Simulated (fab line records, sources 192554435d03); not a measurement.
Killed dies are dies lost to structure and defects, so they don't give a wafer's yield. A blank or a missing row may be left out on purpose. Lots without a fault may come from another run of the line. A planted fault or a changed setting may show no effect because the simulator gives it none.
Which tool did it? | flow n5_finfet | 10 lots, 27 wafers sampled, at 5 steps of a route of 1938

WHAT THE GAUGES READ, wafer by wafer
N5_DUMMY_REMOVAL_INSPECT_06: inspects for defects (brightfield). Usual: raw_defect_count 12, standard deviation 5.6.
lot  | measured    | on                | raw_defect_count | flag
L126 | day 4 04:35 | defect_inspect-02 | 12 6 11          |
L129 | day 5 02:57 | defect_inspect-02 | 14 13 31         |
L131 | day 5 12:10 | defect_inspect-01 | 8 12 5           |
L133 | day 5 18:57 | defect_inspect-01 | 20 12 12         |
L137 | day 6 20:04 | defect_inspect-02 | 7                |
L138 | day 6 22:44 | defect_inspect-01 | 12 7             |
L143 | day 8 06:37 | defect_inspect-02 | 21 38 21         |
L145 | day 8 21:01 | defect_inspect-02 | 5 16 7           |
L147 | day 9 06:34 | defect_inspect-01 | 13 21 21         |
L148 | day 9 13:01 | defect_inspect-02 | 5 7 24           |

N5_BEOL_M4_RC_MEAS_101. Usual: DIBL_N 36.3 mV/V, standard deviation 1.2; DIBL_P 36.3 mV/V, standard deviation 1.4; IOFF_N 0.157 nA/um, standard deviation 0.02; IOFF_P 0.22 nA/um, standard deviation 0.033; ION_N 675 uA/um, standard deviation 9.6; ION_P 465 uA/um, standard deviation 8.2; SS_N 71.4 mV/dec, standard deviation 0.45; SS_P 73.3 mV/dec, standard deviation 0.54; VT_N 249.8 mV, standard deviation 2.5; VT_P -249 mV, standard deviation 3.2.
lot  | measured     | on        | DIBL_N (mV/V)  | DIBL_P (mV/V)  | IOFF_N (nA/um)    | IOFF_P (nA/um) | ION_N (uA/um) | ION_P (uA/um) | SS_N (mV/dec)  | SS_P (mV/dec)  | VT_N (mV)         | VT_P (mV)      | flag
L126 | day 8 02:21  | prober-01 | 37.2 36.6 35.3 | 38.5 37.3 36.4 | 0.169 0.150 0.137 | 0.23 0.21 0.20 | 681 676 661   | 466 467 457   | 71.4 71.6 71.5 | 72.8 72.7 73.0 | 246.2 249.8 251.9 | -249 -251 -252 |
L129 | day 9 23:38  | prober-01 | 36.5 37.5 36.6 | 35.2 37.4 34.6 | 0.145 0.176 0.138 | 0.20 0.24 0.19 | 677 690 674   | 465 477 460   | 71.7 71.7 71.2 | 73.1 73.4 73.4 | 253.5 246.0 252.7 | -251 -247 -251 |
L131 | day 10 15:31 | prober-02 | 37.3 37.8 36.0 | 37.8 38.3 35.7 | 0.178 0.186 0.139 | 0.22 0.24 0.19 | 683 679 670   | 471 472 463   | 72.2 72.5 71.3 | 72.9 73.4 72.7 | 244.7 248.3 251.5 | -250 -250 -252 |
L133 | day 10 18:29 | prober-02 | 37.6 35.8 35.3 | 37.5 34.8 34.3 | 0.184 0.135 0.135 | 0.22 0.17 0.17 | 686 662 664   | 470 449 458   | 71.3 71.1 71.0 | 73.1 72.5 72.0 | 244.6 250.2 251.1 | -247 -251 -251 |
L137 | day 12 00:27 | prober-01 | 36.8           | 36.2           | 0.153             | 0.18           | 665           | 451           | 72.0           | 73.3           | 250.3             | -254           |
L138 | day 12 05:44 | prober-01 | 35.8 36.2      | 36.4 36.6      | 0.173 0.173       | 0.24 0.23      | 680 677       | 472 465       | 71.3 71.1      | 73.9 72.8      | 249.2 247.7       | -245 -246      |
L143 | day 13 11:38 | prober-02 | 35.0 35.3 34.5 | 35.0 35.0 33.3 | 0.143 0.149 0.137 | 0.25 0.23 0.21 | 674 677 687   | 464 472 473   | 72.2 71.7 71.4 | 73.6 73.6 73.2 | 251.8 252.1 250.9 | -248 -247 -248 |
L145 | day 13 12:34 | prober-02 | 35.0 35.4 34.6 | 35.5 36.4 35.6 | 0.126 0.127 0.115 | 0.18 0.19 0.18 | 653 661 658   | 459 460 459   | 70.5 71.3 70.8 | 72.8 73.2 73.1 | 254.0 254.7 254.7 | -251 -251 -252 |
L147 | day 14 03:20 | prober-02 | 37.2 37.1 35.9 | 37.3 36.7 34.6 | 0.186 0.174 0.154 | 0.26 0.25 0.22 | 691 683 689   | 481 473 474   | 71.4 71.6 70.7 | 74.0 74.1 73.9 | 247.1 249.6 253.2 | -246 -247 -250 |
L148 | day 13 19:12 | prober-01 | 35.7 37.4 36.5 | 36.1 37.9 36.6 | 0.147 0.182 0.170 | 0.25 0.28 0.26 | 673 675 667   | 469 473 464   | 71.2 71.5 71.8 | 73.3 74.0 73.9 | 249.2 246.1 247.4 | -246 -245 -246 |

WHICH TOOL RAN EACH LOT (tool, then ch and the chambers of the sampled wafers, then the start)
lot  | N5_HKMG_FIN_ETCH_58               | N5_HKMG_FIN_ETCH_35               | N5_HKMG_FIN_ETCH_86
L126 | rie_diel-06 ch 1,2,3, day 4 06:25 | rie_diel-01 ch 1,3, day 4 09:52   | rie_diel-06 ch 0,2, day 4 10:53
L129 | rie_diel-03 ch 0,1, day 5 04:44   | rie_diel-01 ch 0,1,3, day 5 08:06 | rie_diel-06 ch 0,3, day 5 09:07
L131 | rie_diel-03 ch 0,2,3, day 5 13:56 | rie_diel-01 ch 0,3, day 5 17:22   | rie_diel-03 ch 0,1,3, day 5 18:23
L133 | rie_diel-03 ch 0,2,3, day 5 20:34 | rie_diel-03 ch 0,3, day 6 00:18   | rie_diel-03 ch 0,1,3, day 6 01:39
L137 | rie_diel-01 ch 1, day 6 22:13     | rie_diel-01 ch 2, day 7 01:58     | rie_diel-06 ch 3, day 7 03:02
L138 | rie_diel-06 ch 1,2, day 7 00:23   | rie_diel-01 ch 0,2, day 7 03:43   | rie_diel-03 ch 0,1, day 7 04:47
L143 | rie_diel-01 ch 0,2, day 8 08:37   | rie_diel-06 ch 1,3, day 8 12:17   | rie_diel-06 ch 0,1,3, day 8 13:20
L145 | rie_diel-06 ch 0,1,3, day 8 22:43 | rie_diel-06 ch 1,2, day 9 02:08   | rie_diel-03 ch 0,2,3, day 9 03:08
L147 | rie_diel-01 ch 0,1, day 9 08:29   | rie_diel-06 ch 0,1,2, day 9 11:52 | rie_diel-01 ch 1,2,3, day 9 12:54
L148 | rie_diel-06 ch 2,3, day 9 14:53   | rie_diel-03 ch 0,1, day 9 18:13   | rie_diel-03 ch 0,1,3, day 9 19:20
- N5_HKMG_FIN_ETCH_58: etches SOC in N2/H2, target depth 215.8 nm, time 741 s.
- N5_HKMG_FIN_ETCH_35: etches SOC in N2/H2, target depth 215.8 nm, time 243.4 s.
- N5_HKMG_FIN_ETCH_86: etches SOC in N2/H2, stops on TiN, target depth 393.2 nm.

WHAT THE TOOLS THEMSELVES READ (means of the sampled wafers that have a number; where no wafer has one, the mark that the record gives instead)
N5_HKMG_FIN_ETCH_58. Usual: bias_w 13.01 W, standard deviation 0.035; drypump_motor_current_A 5.8 A, standard deviation 0.46; oes_product_au 0.80 a.u., standard deviation 0.074; rf_vpp_V 99.3 V, standard deviation 1; showerhead_plenum_p_Torr 2.56 Torr, standard deviation 0.089; throttle_valve_pct 17.84 %, standard deviation 0.28.
lot  | tool        | bias_w (W) | drypump_motor_current_A (A) | oes_product_au (a.u.) | rf_vpp_V (V) | showerhead_plenum_p_Torr (Torr) | throttle_valve_pct (%) | flag
L126 | rie_diel-06 | 12.96      | 6.1                         | 0.85                  | 99.4         | 2.53                            | 17.87                  |
L129 | rie_diel-03 | 12.98      | 5.9                         | 0.89                  | 100.7        | 2.68                            | 17.58                  |
L131 | rie_diel-03 | 13.01      | 5.6                         | 0.76                  | 99.7         | 2.58                            | 17.93                  |
L133 | rie_diel-03 | 13.02      | 5.6                         | 0.76                  | 98.3         | 2.57                            | 17.94                  |
L137 | rie_diel-01 | 13.01      | 5.5                         | 0.84                  | 99.8         | 2.57                            | 17.37                  |
L138 | rie_diel-06 | 13.00      | 6.3                         | 0.80                  | 99.9         | 2.50                            | 18.05                  |
L143 | rie_diel-01 | 12.99      | 5.7                         | 0.79                  | 99.6         | 2.59                            | 18.15                  |
L145 | rie_diel-06 | 13.00      | 5.7                         | 0.81                  | 98.5         | 2.53                            | 17.84                  |
L147 | rie_diel-01 | 13.02      | 5.5                         | 0.84                  | 99.2         | 2.54                            | 17.69                  |
L148 | rie_diel-06 | 12.97      | 5.9                         | 0.81                  | 98.9         | 2.55                            | 17.80                  |

N5_HKMG_FIN_ETCH_35. Usual: bias_w 5.000 W, standard deviation 0.015; drypump_motor_current_A 5.8 A, standard deviation 0.4; oes_product_au 0.81 a.u., standard deviation 0.079; rf_vpp_V 141.8 V, standard deviation 0.96; showerhead_plenum_p_Torr 2.55 Torr, standard deviation 0.069; throttle_valve_pct 17.9 %, standard deviation 0.31.
lot  | tool        | bias_w (W) | drypump_motor_current_A (A) | oes_product_au (a.u.) | rf_vpp_V (V) | showerhead_plenum_p_Torr (Torr) | throttle_valve_pct (%) | flag
L126 | rie_diel-01 | 5.002      | 5.9                         | 0.75                  | 142.1        | 2.53                            | 17.6                   |
L129 | rie_diel-01 | 4.992      | 5.7                         | 0.83                  | 142.2        | 2.53                            | 17.8                   |
L131 | rie_diel-01 | 5.006      | 6.0                         | 0.76                  | 140.8        | 2.50                            | 17.9                   |
L133 | rie_diel-03 | 5.005      | 5.4                         | 0.72                  | 140.9        | 2.48                            | 18.1                   |
L137 | rie_diel-01 | 5.303      | 5.9                         | 0.74                  | 146.6        | 2.65                            | 18.1                   | OFF
L138 | rie_diel-01 | 5.127      | 5.7                         | 0.82                  | 145.2        | 2.58                            | 18.2                   | OFF
L143 | rie_diel-06 | 4.998      | 5.7                         | 0.84                  | 141.5        | 2.50                            | 18.0                   |
L145 | rie_diel-06 | 4.985      | 6.5                         | 0.76                  | 141.4        | 2.50                            | 18.1                   |
L147 | rie_diel-06 | 4.996      | 6.1                         | 0.77                  | 140.9        | 2.51                            | 18.0                   |
L148 | rie_diel-03 | 5.002      | 5.9                         | 0.76                  | 142.6        | 2.64                            | 17.9                   |

N5_HKMG_FIN_ETCH_86. Usual: bias_w 60.99 W, standard deviation 0.17; drypump_motor_current_A 5.8 A, standard deviation 0.41; oes_product_au 0.79 a.u., standard deviation 0.075; rf_vpp_V 241.1 V, standard deviation 1.4; showerhead_plenum_p_Torr 2.58 Torr, standard deviation 0.092; throttle_valve_pct 17.83 %, standard deviation 0.29.
lot  | tool        | bias_w (W) | drypump_motor_current_A (A) | oes_product_au (a.u.) | rf_vpp_V (V) | showerhead_plenum_p_Torr (Torr) | throttle_valve_pct (%) | flag
L126 | rie_diel-06 | 60.94      | 6.5                         | 0.77                  | 240.6        | 2.55                            | 17.96                  |
L129 | rie_diel-06 | 61.19      | 5.5                         | 0.84                  | 240.9        | 2.57                            | 17.67                  |
L131 | rie_diel-03 | 60.90      | 5.6                         | 0.79                  | 241.2        | 2.58                            | 17.81                  |
L133 | rie_diel-03 | 61.02      | 5.6                         | 0.80                  | 240.8        | 2.58                            | 17.81                  |
L137 | rie_diel-06 | 60.95      | 5.4                         | 0.85                  | 242.6        | 2.57                            | 17.62                  |
L138 | rie_diel-03 | 60.70      | 5.9                         | 0.81                  | 242.7        | 2.66                            | 17.77                  |
L143 | rie_diel-06 | 60.76      | 5.7                         | 0.80                  | 240.1        | 2.53                            | 17.87                  |
L145 | rie_diel-03 | 60.98      | 5.6                         | 0.73                  | 240.4        | 2.56                            | 18.01                  |
L147 | rie_diel-01 | 61.15      | 5.8                         | 0.80                  | 240.8        | 2.56                            | 17.63                  |
L148 | rie_diel-03 | 61.03      | 5.6                         | 0.76                  | 241.8        | 2.57                            | 17.87                  |

THE ANSWER, worked out from the rows above alone
Rule: a lot is off if the mean of its wafers that have a number lies more than 3 standard deviations from the usual mean. A lot without any number at a reading at which 4 lots or more have one is off too. The other lots that the step has rows for count as sound. The gauges are gone through in route order, then the tools' own readings, and for those a lot's mean is taken as printed above. The first step at which some lot is off is used, and at that step the reading that is off furthest; a lot without a number counts as furthest.
Off: L137, L138, at N5_HKMG_FIN_ETCH_35 (bias_w).
A tool fits if, at that step or a process step before it, it ran every lot that is off, and no sound lot after the first of them. One fits: rie_diel-01 at N5_HKMG_FIN_ETCH_35. Its last sound lot is L131 (day 5 17:22), its first lot that is off L137 (day 7 01:58): a fault that began between those two fits.
The tool's own readings at N5_HKMG_FIN_ETCH_35 bear it out: on the lots that are off they differ by more than 5 times the standard deviation of the sound lots' means. bias_w reads 5.215 W there against 4.998 W on the sound lots; rf_vpp_V reads 145.9 V there against 141.6 V on the sound lots.

WHAT THE SIMULATOR HAD PUT IN
Process parameter drift: rie_diel-01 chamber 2, from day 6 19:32 on, at N5_HKMG_FIN_ETCH_35. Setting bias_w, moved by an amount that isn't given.
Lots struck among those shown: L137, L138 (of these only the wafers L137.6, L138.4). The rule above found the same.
